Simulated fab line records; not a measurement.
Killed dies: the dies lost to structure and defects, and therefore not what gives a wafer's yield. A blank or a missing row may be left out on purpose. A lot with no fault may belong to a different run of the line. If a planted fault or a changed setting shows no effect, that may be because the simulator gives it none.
Chamber matching -- flow nandHarc -- NHARC_A_M1_DEP_33 on pecvd-02: 3 sister chambers
The step deposits SiCN, target thk 30 nm. 3 wafers are shown with their chamber, then 12 later ones without.

WAFERS WITH THEIR CHAMBER
wafer,chamber,heaterPowerW (W)
L090.1,2,590
L090.4,0,548
L090.5,1,557

WAFERS WITHOUT THEIR CHAMBER
wafer,heaterPowerW (W)
L091.1,568
L091.4,554
L091.5,507
L092.1,464
L092.2,540
L092.6,463
L095.2,532
L095.3,510
L095.6,527
L097.3,503
L097.4,507
L097.6,468

WHICH CHAMBER EACH WENT THROUGH
wafer,from the rows above,in truth
L091.1,can't be placed: 1 or 0 or 2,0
L091.4,can't be placed: 1 or 0 or 2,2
L091.5,can't be placed: 0 or 1 or 2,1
L092.1,can't be placed: 0 or 1 or 2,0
L092.2,can't be placed: 0 or 1 or 2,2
L092.6,can't be placed: 0 or 1 or 2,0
L095.2,can't be placed: 0 or 1 or 2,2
L095.3,can't be placed: 0 or 1 or 2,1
L095.6,can't be placed: 0 or 1 or 2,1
L097.3,can't be placed: 0 or 1 or 2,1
L097.4,can't be placed: 0 or 1 or 2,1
L097.6,can't be placed: 0 or 1 or 2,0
Correct placement for 0 of the 12. Cannot be placed on the basis of these rows: 12; the candidates contain the true chamber in 12. 0 placed wrongly.
How it was worked out, from the rows above alone: a wafer's distance from a chamber is the root of the sum, over the readings, of the square of ((its reading less the chamber's mean) divided by the reading's scatter). If the next closest chamber is less than 2 further off than the closest, the wafer can't be placed; otherwise it belongs to the closest. Each chamber's mean is taken over the wafers shown for it. The scatter: with one shown wafer a chamber, the root of the mean of the squares of how far each hidden wafer lies from its nearest shown one.
